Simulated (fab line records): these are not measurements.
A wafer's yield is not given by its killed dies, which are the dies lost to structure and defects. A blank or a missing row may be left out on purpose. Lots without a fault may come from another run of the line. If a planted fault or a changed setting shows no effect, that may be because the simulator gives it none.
Chamber matching || flow n5 finfet || N5_BEOL_M5_DESCUM_16 on rie diel-05 has 4 sister chambers
The step chemistry O2, time 7 s. 4 wafers are shown with their chamber, then 7 later ones without.

## WAFERS PAIRED WITH THEIR CHAMBERS
{"wafer": "L085.3", "chamber": 2, "drypump motor current A (A)": 5.1}
{"wafer": "L085.5", "chamber": 0, "drypump motor current A (A)": 6.0}
{"wafer": "L086.1", "chamber": 3, "drypump motor current A (A)": 5.2}
{"wafer": "L086.4", "chamber": 1, "drypump motor current A (A)": 5.9}

## WAFERS WITH NO CHAMBER GIVEN
{"wafer": "L086.5", "drypump motor current A (A)": 5.1}
{"wafer": "L093.1", "drypump motor current A (A)": 6.1}
{"wafer": "L093.5", "drypump motor current A (A)": 6.1}
{"wafer": "L093.6", "drypump motor current A (A)": 5.2}
{"wafer": "L096.2", "drypump motor current A (A)": 6.1}
{"wafer": "L096.4", "drypump motor current A (A)": 5.1}
{"wafer": "L096.6", "drypump motor current A (A)": 6.1}

## WHICH CHAMBER EACH WENT THROUGH
{"wafer": "L086.5", "from the rows above": "can't be placed: 2 or 3", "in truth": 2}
{"wafer": "L093.1", "from the rows above": "can't be placed: 0 or 1", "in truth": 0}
{"wafer": "L093.5", "from the rows above": "can't be placed: 0 or 1", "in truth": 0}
{"wafer": "L093.6", "from the rows above": "can't be placed: 3 or 2", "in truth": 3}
{"wafer": "L096.2", "from the rows above": "can't be placed: 0 or 1", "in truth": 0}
{"wafer": "L096.4", "from the rows above": "can't be placed: 2 or 3", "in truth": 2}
{"wafer": "L096.6", "from the rows above": "can't be placed: 0 or 1", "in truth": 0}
Placed correctly: 0 of 7. From these rows, 7 cannot be placed; in 7 the true chamber is one of the candidates. Placed wrongly: 0.
How it was worked out, from the rows above alone: a wafer's distance from a chamber is the root of the sum, over the readings, of the square of ((its reading less the chamber's mean) divided by the reading's scatter). If the next closest chamber is less than 2 further off than the closest, the wafer can't be placed; otherwise it belongs to the closest. Each chamber's mean is taken over the wafers shown for it. The scatter: with one shown wafer a chamber, the root of the mean of the squares of how far each hidden wafer lies from its nearest shown one.
